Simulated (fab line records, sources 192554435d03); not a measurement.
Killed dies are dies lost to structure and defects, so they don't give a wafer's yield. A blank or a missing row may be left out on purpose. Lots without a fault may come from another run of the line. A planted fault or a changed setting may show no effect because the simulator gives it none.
Chamber matching | flow n5_finfet | N5_BEOL_M7_ETCH_65 on rie_diel-01: 4 sister chambers
The step etches SiARC in CF4, target depth 15.6 nm, time 26 s. 20 wafers are shown with their chamber, then 10 later ones without.

WAFERS WITH THEIR CHAMBER
wafer  | chamber | drypump_motor_current_A (A) | showerhead_plenum_p_Torr (Torr) | oes_product_au (a.u.)
L075.1 | 0       | 5.6                         | 2.15                            | 0.66
L075.4 | 3       | 5.1                         | 2.19                            | 0.88
L075.5 | 2       | 5.7                         | 2.09                            | 0.73
L076.2 | 2       | 5.7                         | 2.09                            | 0.73
L076.3 | 3       | 5.2                         | 2.19                            | 0.86
L076.6 | 1       | 5.7                         | 2.17                            | 0.72
L082.2 | 2       | 5.7                         | 2.08                            | 0.70
L082.3 | 3       | 5.2                         | 2.18                            | 0.81
L082.6 | 1       | 5.7                         | 2.16                            | 0.70
L086.2 | 2       | 5.7                         | 2.08                            | 0.70
L086.3 | 3       | 5.2                         | 2.18                            | 0.80
L086.5 | 2       | 5.7                         | 2.08                            | 0.71
L084.1 | 1       | 5.7                         | 2.16                            | 0.69
L084.2 | 2       | 5.7                         | 2.08                            | 0.69
L084.3 | 0       | 5.6                         | 2.14                            | 0.64
L087.2 | 3       | 5.2                         | 2.18                            | 0.81
L087.3 | 2       | 5.7                         | 2.08                            | 0.70
L087.6 | 0       | 5.6                         | 2.14                            | 0.64
L088.1 | 3       | 5.1                         | 2.18                            | 0.78
L088.3 | 0       | 5.6                         | 2.13                            | 0.63

SIGNATURES (means of the wafers above)
reading                  | chamber 0 | chamber 1 | chamber 2 | chamber 3 | scatter within a chamber
drypump_motor_current_A  | 5.600     | 5.700     | 5.700     | 5.167     | 0.0289
showerhead_plenum_p_Torr | 2.1400    | 2.1633    | 2.0829    | 2.1833    | 0.00582
oes_product_au           | 0.6425    | 0.7033    | 0.7086    | 0.8233    | 0.0247
Rule: a wafer's distance from a chamber is the root of the sum, over the readings, of the square of ((its reading less the chamber's mean) divided by the reading's scatter). The wafer belongs to the nearest chamber; if the next one is less than 2 further off, it can't be placed. The scatter: the root of (the sum of the squares of (reading less its chamber's mean) over the shown wafers, divided by (wafers less chambers)).

WAFERS WITHOUT THEIR CHAMBER
wafer  | drypump_motor_current_A (A) | showerhead_plenum_p_Torr (Torr) | oes_product_au (a.u.)
L088.4 | 5.7                         | 2.08                            | 0.68
L091.2 | 5.1                         | 2.18                            | 0.79
L091.5 | 5.7                         | 2.16                            | 0.68
L091.6 | 5.6                         | 2.13                            | 0.63
L092.1 | 5.2                         | 2.18                            | 0.78
L092.4 | 5.7                         | 2.08                            | 0.68
L092.6 | 5.6                         | 2.13                            | 0.63
L097.1 | 5.1                         | 2.17                            | 0.76
L097.2 | 5.7                         | 2.08                            | 0.67
L097.5 | 5.1                         | 2.17                            | 0.76

WHICH CHAMBER EACH WENT THROUGH
wafer  | from the rows above | in truth
L088.4 | 2                   | 2
L091.2 | 3                   | 3
L091.5 | 1                   | 1
L091.6 | 0                   | 0
L092.1 | 3                   | 3
L092.4 | 2                   | 2
L092.6 | 0                   | 0
L097.1 | 3                   | 3
L097.2 | 2                   | 2
L097.5 | 3                   | 3
Placed correctly: 10 of 10. Can't be placed from these rows: 0. Placed wrongly: 0.
